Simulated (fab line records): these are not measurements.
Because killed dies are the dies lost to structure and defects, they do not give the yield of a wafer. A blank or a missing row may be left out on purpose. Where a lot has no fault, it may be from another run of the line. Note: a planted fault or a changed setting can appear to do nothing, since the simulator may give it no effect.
Matching of chambers	flow n5_finfet	4 sister chambers for N5_HKMG_FIN_ALD_91 on ald_metal-03
The step deposits TiN, target thk 1 nm, pulse time 1 s, purge time 3 s. 18 wafers are shown with their chamber, then 9 later ones without.

== WAFERS PAIRED WITH THEIR CHAMBERS ==
wafer	chamber	heater_power_w (W)	precursor_pulse_height_rel
L074.4	3	948	1.024
L074.5	0	784	1.002
L074.6	3	946	0.970
L075.2	1	1042	0.976
L075.4	0	782	0.993
L075.6	3	962	0.971
L079.3	0	767	1.012
L079.4	2	815	1.032
L079.5	1	1047	0.981
L083.1	3	961	0.996
L083.3	0	761	1.045
L083.4	2	817	1.043
L085.1	0	777	0.996
L085.2	1	1052	1.005
L085.6	1	1045	0.997
L091.1	0	779	1.015
L091.2	3	975	1.004
L091.3	2	812	1.001

SIGNATURES, as means of the wafers listed above
reading	chamber 0	chamber 1	chamber 2	chamber 3	scatter within a chamber
heater_power_w	775.00	1046.50	814.67	958.40	8.59
precursor_pulse_height_rel	1.01050	0.98975	1.02533	0.99300	0.0196
Rule: for a wafer and a chamber, the distance is found by dividing, reading by reading, the gap between the wafer's reading and the chamber's mean by the reading's scatter, squaring, summing and taking the root. If the next closest chamber is less than 2 further off than the closest, the wafer can't be placed; otherwise it belongs to the closest. How the scatter is found: for the shown wafers, subtract from each reading the mean of its chamber, square and add these, divide the total by (wafers less chambers), then take the root.

== WAFERS WITHOUT THEIR CHAMBER ==
wafer	heater_power_w (W)	precursor_pulse_height_rel
L094.1	967	0.953
L094.5	775	1.009
L094.6	970	0.997
L095.2	946	0.988
L095.3	1070	0.987
L095.4	778	0.980
L097.2	794	1.001
L097.4	967	1.021
L097.5	1052	0.997

== THE CHAMBER EACH PASSED THROUGH ==
wafer	from the rows above	in truth
L094.1	3	3
L094.5	0	0
L094.6	3	3
L095.2	3	3
L095.3	1	1
L095.4	0	0
L097.2	can't be placed: 0 or 2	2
L097.4	3	3
L097.5	1	1
Placed correctly: 8 of 9. From these rows, 1 cannot be placed; in 1 the true chamber is one of the candidates. 0 placed wrongly.
